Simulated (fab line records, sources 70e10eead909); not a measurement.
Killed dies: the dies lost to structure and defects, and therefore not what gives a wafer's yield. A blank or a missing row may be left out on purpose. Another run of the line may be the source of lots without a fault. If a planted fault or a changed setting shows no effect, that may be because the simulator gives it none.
2 desks looking at one fault :: flow nand harc :: what lay behind the numbers comes last; until then each desk has only its own

== FOR THE TOOL OWNER'S DESK: rie diel-03 ==
The tool's own readings at NHARC_A_BLC_ETCH_17 (etches the open film in N2/H2, target depth 390 nm, time 609.38 s): means of the sampled wafers that have a number, for each lot that ran on this tool. Any lot whose mean is over 4 standard deviations away from the usual mean is out of limits and marked OUT; that distance is given in the brackets.
Columns: A = drypump motor current A at NHARC_A_BLC_ETCH_17, usual 5.7 A; B = mfc ar sccm at NHARC_A_BLC_ETCH_17, usual 0.015 sccm; C = oes product au at NHARC_A_BLC_ETCH_17, usual 1.003 a.u.; D = rf vpp V at NHARC_A_BLC_ETCH_17, usual 428.3 V; E = run length s at NHARC_A_BLC_ETCH_17, usual 630.7 s; F = showerhead plenum p Torr at NHARC_A_BLC_ETCH_17, usual 1.96 Torr; G = throttle valve pct at NHARC_A_BLC_ETCH_17, usual 14.172 %
lot: L500
first seen here: day 17 22:16
A: 5.8
B: 0.014
C: 1.010
D: 426.5
E: 630.8
F: 1.89
G: 14.168

lot: L508
first seen here: day 20 01:34
A: 5.7
B: 0.014
C: 1.006
D: 431.9
E: 613.9 (-35) OUT
F: 2.05
G: 14.181

lot: L517
first seen here: day 23 04:23
A: 5.8
B: 0.018
C: 1.006
D: 430.1
E: 631.1
F: 1.99
G: 14.172
Finding of this desk: L508 out of limits; the first was L508 at day 20 01:34, on run length s at NHARC_A_BLC_ETCH_17. L500, L517: within limits.

== THE METROLOGY DESK ==
What the gauges read for every lot (on any tool): the sampled wafers with a number, averaged. Any lot whose mean is over 4 standard deviations away from the usual mean is out of limits and marked OUT; that distance is given in the brackets.
Columns: A = cd nm at NHARC_A_BLC_CD_MEAS_10, usual 100.1 nm
lot: L498
first seen here: day 17 08:20
A: 99.8

lot: L499
first seen here: day 17 17:46
A: 99.4

lot: L500
first seen here: day 17 21:55
A: 99.7

lot: L506
first seen here: day 19 08:47
A: 100.4

lot: L508
first seen here: day 20 00:59
A: 100.3

lot: L509
first seen here: day 20 01:44
A: 100.4

lot: L513
first seen here: day 21 03:08
A: 100.0

lot: L512
first seen here: day 21 03:54
A: 100.3

lot: L514
first seen here: day 22 04:22
A: 100.7

lot: L519
first seen here: day 22 19:44
A: 99.4

lot: L517
first seen here: day 23 04:01
A: 100.4

lot: L521
first seen here: day 23 04:46
A: 99.5
This desk found nothing out of limits on any of the 12 lots.

== PUT TOGETHER ==
On L508, at day 20 01:34, an alarm was possible from the tool owner's desk.
At the metrology desk, nothing out of limits was observed.
The metrology desk holds a record of L508, inside its limits.
The lots listed all ran NHARC_A_BLC_ETCH_17 on rie diel-03.

== WHAT WAS PUT IN BY THE SIMULATOR ==
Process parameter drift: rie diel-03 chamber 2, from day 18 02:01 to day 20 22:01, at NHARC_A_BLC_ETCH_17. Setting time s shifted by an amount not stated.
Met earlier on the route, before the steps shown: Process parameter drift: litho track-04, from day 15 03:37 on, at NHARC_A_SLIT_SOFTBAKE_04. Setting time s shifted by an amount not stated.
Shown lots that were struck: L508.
How many hours passed from the start of the fault until each desk's first out-of-limits reading: the tool owner's desk, 48.
